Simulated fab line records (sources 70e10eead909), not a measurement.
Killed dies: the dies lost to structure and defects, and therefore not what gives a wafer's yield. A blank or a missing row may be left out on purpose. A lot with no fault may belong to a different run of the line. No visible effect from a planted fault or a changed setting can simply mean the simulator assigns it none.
The tool behind it: which one? | flow nandHarc | 7 lots with 21 wafers sampled at 2 steps, on a route of 1159 steps

== WHAT EACH GAUGE READ, for each wafer ==
NHARC_A_BONDPAD_OVL_MEAS_35.
lot  | measured     | on         | overlayXNm (nm)
L520 | day 18 01:11 | overlay-02 | 5 6 6
L521 | day 18 04:26 | overlay-02 | -6 -7 -6
L522 | day 18 21:58 | overlay-02 | 6 5 5
L525 | day 19 13:21 | overlay-01 | -1 -1 -2
L529 | day 21 03:42 | overlay-01 | 2 2 2
L537 | day 22 12:17 | overlay-01 | -2 -2 -2
L541 | day 23 11:55 | overlay-02 | 7 7 6

== EACH LOT AND THE TOOL THAT RAN IT (in order: tool; ch and the chambers of the sampled wafers; start) ==
lot  | NHARC_A_CONTACT_ETCH_137
L520 | harCapEtch-02 ch 0, day 17 01:30
L521 | harCapEtch-01 ch 0,1, day 17 11:16
L522 | harCapEtch-01 ch 0,1, day 17 23:05
L525 | harCapEtch-02 ch 0, day 18 15:32
L529 | harCapEtch-02 ch 0,1, day 20 10:11
L537 | harCapEtch-01 ch 0,1, day 21 14:43
L541 | harCapEtch-01 ch 0,1, day 22 15:59
- NHARC_A_CONTACT_ETCH_137: etches the open film in C4F8/O2/Ar, time 132 s, target depth 1287 nm.

== THE ANSWER, worked out from the rows above alone ==
Rule: the usual values come from the lots themselves. Put in order of their means at a reading, lots are off if they are a third of the lots or fewer, leave a main group of 4 or more, and stand apart from it by a gap of 3 or more times the standard deviation of the main group's means; of several such gaps the widest counts. A main group whose means are all the same, to the digits that the tables above print for the reading, isn't used. Also off: a lot with no number at a reading for which 4 or more lots have one. Where the step has rows for the other lots, those lots are counted as sound.
Nothing can be told from this: no lot is off at any reading shown.

== WHAT THE SIMULATOR HAD INSERTED ==
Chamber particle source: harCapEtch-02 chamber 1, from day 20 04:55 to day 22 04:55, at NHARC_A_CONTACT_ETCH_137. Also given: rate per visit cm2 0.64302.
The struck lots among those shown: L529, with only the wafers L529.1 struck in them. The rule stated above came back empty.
